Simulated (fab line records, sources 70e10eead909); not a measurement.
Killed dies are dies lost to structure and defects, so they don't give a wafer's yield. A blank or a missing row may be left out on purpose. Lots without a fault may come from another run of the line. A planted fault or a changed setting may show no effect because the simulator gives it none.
Chamber matching | flow nand_harc | NHARC_A_STAIRCASE_DESCUM_11 on rie_diel-08: 4 sister chambers
The step chemistry O2, time 3 s. 18 wafers are shown with their chamber, then 9 later ones without.

WAFERS WITH THEIR CHAMBER
wafer  | chamber | showerhead_plenum_p_Torr (Torr) | drypump_motor_current_A (A) | oes_product_au (a.u.)
L075.3 | 2       | 1.95                            | 6.3                         | 1.003
L075.5 | 3       | 1.83                            | 6.5                         | 1.025
L075.6 | 0       | 1.92                            | 6.2                         | 1.016
L074.3 | 0       | 1.92                            | 6.2                         | 1.002
L074.4 | 1       | 1.86                            | 6.0                         | 0.998
L074.6 | 2       | 1.95                            | 6.2                         | 1.004
L078.2 | 3       | 1.83                            | 6.5                         | 1.029
L078.4 | 1       | 1.86                            | 6.0                         | 1.009
L078.5 | 1       | 1.86                            | 6.1                         | 1.000
L080.1 | 3       | 1.82                            | 6.5                         | 1.015
L080.2 | 2       | 1.95                            | 6.3                         | 0.996
L080.3 | 0       | 1.92                            | 6.2                         | 1.017
L084.1 | 0       | 1.92                            | 6.2                         | 1.020
L084.4 | 2       | 1.95                            | 6.2                         | 1.000
L084.5 | 2       | 1.95                            | 6.2                         | 0.991
L083.2 | 3       | 1.82                            | 6.5                         | 1.027
L083.4 | 1       | 1.85                            | 6.0                         | 1.019
L083.6 | 3       | 1.82                            | 6.5                         | 1.028

SIGNATURES (means of the wafers above)
reading                  | chamber 0 | chamber 1 | chamber 2 | chamber 3 | scatter within a chamber
showerhead_plenum_p_Torr | 1.9200    | 1.8575    | 1.9500    | 1.8240    | 0.00373
drypump_motor_current_A  | 6.200     | 6.025     | 6.240     | 6.500     | 0.0373
oes_product_au           | 1.01375   | 1.00650   | 0.99880   | 1.02480   | 0.00714
Rule: a wafer's distance from a chamber is the root of the sum, over the readings, of the square of ((its reading less the chamber's mean) divided by the reading's scatter). The wafer belongs to the nearest chamber; if the next one is less than 2 further off, it can't be placed. The scatter: the root of (the sum of the squares of (reading less its chamber's mean) over the shown wafers, divided by (wafers less chambers)).

WAFERS WITHOUT THEIR CHAMBER
wafer  | showerhead_plenum_p_Torr (Torr) | drypump_motor_current_A (A) | oes_product_au (a.u.)
L085.1 | 1.82                            | 6.5                         | 1.022
L085.2 | 1.95                            | 6.2                         | 1.016
L085.4 | 1.91                            | 6.2                         | 1.012
L087.3 | 1.85                            | 6.0                         | 0.998
L087.5 | 1.82                            | 6.5                         | 1.023
L087.6 | 1.94                            | 6.2                         | 1.022
L091.2 | 1.85                            | 6.0                         | 0.984
L091.3 | 1.91                            | 6.2                         | 1.021
L091.4 | 1.94                            | 6.2                         | 1.005

WHICH CHAMBER EACH WENT THROUGH
wafer  | from the rows above     | in truth
L085.1 | 3                       | 3
L085.2 | 2                       | 2
L085.4 | 0                       | 0
L087.3 | 1                       | 1
L087.5 | 3                       | 3
L087.6 | can't be placed: 2 or 0 | 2
L091.2 | 1                       | 1
L091.3 | 0                       | 0
L091.4 | 2                       | 2
Placed correctly: 8 of 9. Can't be placed from these rows: 1 (the true chamber is among the candidates in 1). Placed wrongly: 0.
